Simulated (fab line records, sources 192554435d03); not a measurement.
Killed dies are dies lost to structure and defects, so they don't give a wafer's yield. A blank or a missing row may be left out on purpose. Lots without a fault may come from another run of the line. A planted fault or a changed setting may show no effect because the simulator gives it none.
Split-lot experiment | flow n5_finfet | 7 lots, 21 wafers read, on a route of 1938 steps

THE SPLIT
At N5_MOL_CONTACT_COAG_EXPOSE_05 (exposes mask CA, defocus 0 nm), the setting dose_mj was moved away from the recipe's 38.25 on 3 of the 21 wafers read, by -6.8% to +3.3%. The other wafers ran this setting at the recipe's value.

FROM THE SPLIT TO THE READING: what the file shows between them, 2 steps
- N5_MOL_CONTACT_COAG_PEB_06: peb time 60 s
- N5_MOL_CONTACT_COAG_DEVELOP_07: develop time 30 s

THE READING
cd_nm, in nm, at N5_MOL_CONTACT_COAG_CD_MEAS_08 (target cd 28 nm). Fault-free wafers of this fab line usually give 28.04 nm, standard deviation 0.25 nm.

wafer  | tool, chamber at the split | dose_mj as run | against the recipe | cd_nm, nm | against lot-mates on the recipe
L081.1 | euv_scanner-02, 0          | 38.25          | recipe             | 27.71     | -
L081.2 | euv_scanner-02, 0          | 38.25          | recipe             | 27.99     | -
L081.3 | euv_scanner-02, 0          | 38.25          | recipe             | 27.85     | -
L083.2 | euv_scanner-02, 0          | 38.25          | recipe             | 28.11     | -
L083.3 | euv_scanner-02, 0          | 38.25          | recipe             | 28.78     | -
L083.4 | euv_scanner-02, 0          | 38.25          | recipe             | 28.28     | -
L087.1 | euv_scanner-01, 0          | 38.25          | recipe             | 27.83     | -
L087.2 | euv_scanner-01, 0          | 35.66          | -6.8%              | 26.39     | -1.54
L087.4 | euv_scanner-01, 0          | 38.25          | recipe             | 28.04     | -
L091.1 | euv_scanner-02, 0          | 38.25          | recipe             | 27.96     | -
L091.2 | euv_scanner-02, 0          | 38.25          | recipe             | 28.22     | -
L091.5 | euv_scanner-02, 0          | 38.25          | recipe             | 27.51     | -
L093.2 | euv_scanner-01, 0          | 37.43          | -2.1%              | 27.65     | -0.41
L093.3 | euv_scanner-01, 0          | 38.25          | recipe             | 28.15     | -
L093.4 | euv_scanner-01, 0          | 38.25          | recipe             | 27.97     | -
L094.1 | euv_scanner-01, 0          | 38.25          | recipe             | 28.14     | -
L094.2 | euv_scanner-01, 0          | 39.53          | +3.3%              | 29.04     | +0.85
L094.4 | euv_scanner-01, 0          | 38.25          | recipe             | 28.23     | -
L096.1 | euv_scanner-02, 0          | 38.25          | recipe             | 28.36     | -
L096.2 | euv_scanner-02, 0          | 38.25          | recipe             | 28.11     | -
L096.3 | euv_scanner-02, 0          | 38.25          | recipe             | 27.96     | -

THE FIT
A straight line over all 21 wafers: cd_nm changes by +0.253 nm for each +1% of dose_mj; r = +0.86; the points scatter about the line by 0.26 nm.
The same after taking each lot's own level away (the mean of its wafers on the recipe; 21 wafers): +0.231 nm for each +1%; r = +0.91; scatter 0.19 nm.
On that fit, the largest move of dose_mj shifts the reading by 1.6 nm.
The lots' own levels span 27.850 to 28.390 nm, that is 2.2 times the standard deviation above.
So the lot-to-lot level changes the slope little: the two slopes agree.
Check: with one of the wafers moved furthest among these (-6.8%) left out of the fit, the line predicts -1.59 nm for it against its lot-mates. It came out at -1.54 nm against them.

THE WHOLE CHAIN: every reading that the file lists as answering this split, in the file's order
step                           | what it does                                                | reading                                                                        | change (the file's fit)               | r (the file's)
N5_MOL_CONTACT_COAG_CD_MEAS_08 | target cd 28 nm                                             | cd_nm                                                                          | +0.23 nm for each +1% of the setting  | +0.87
N5_MOL_CONTACT_COAG_ETCH_59    | etches underlayer in N2/H2, target depth 13 nm, time 10.4 s | MOL_CONTACT_COAG.cd_offset_nm (the simulator's own value, which no gauge read) | +0.204 nm for each +1% of the setting | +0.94
N5_MOL_CONTACT_COAG_ETCH_105   | etches SiARC in CF4, target depth 15.6 nm, time 26 s        | MOL_CONTACT_COAG.cd_offset_nm (the simulator's own value, which no gauge read) | +0.165 nm for each +1% of the setting | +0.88

THE FILE'S OWN FIT
cd_nm changes by +0.23 nm for each +1% of dose_mj, r = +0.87.
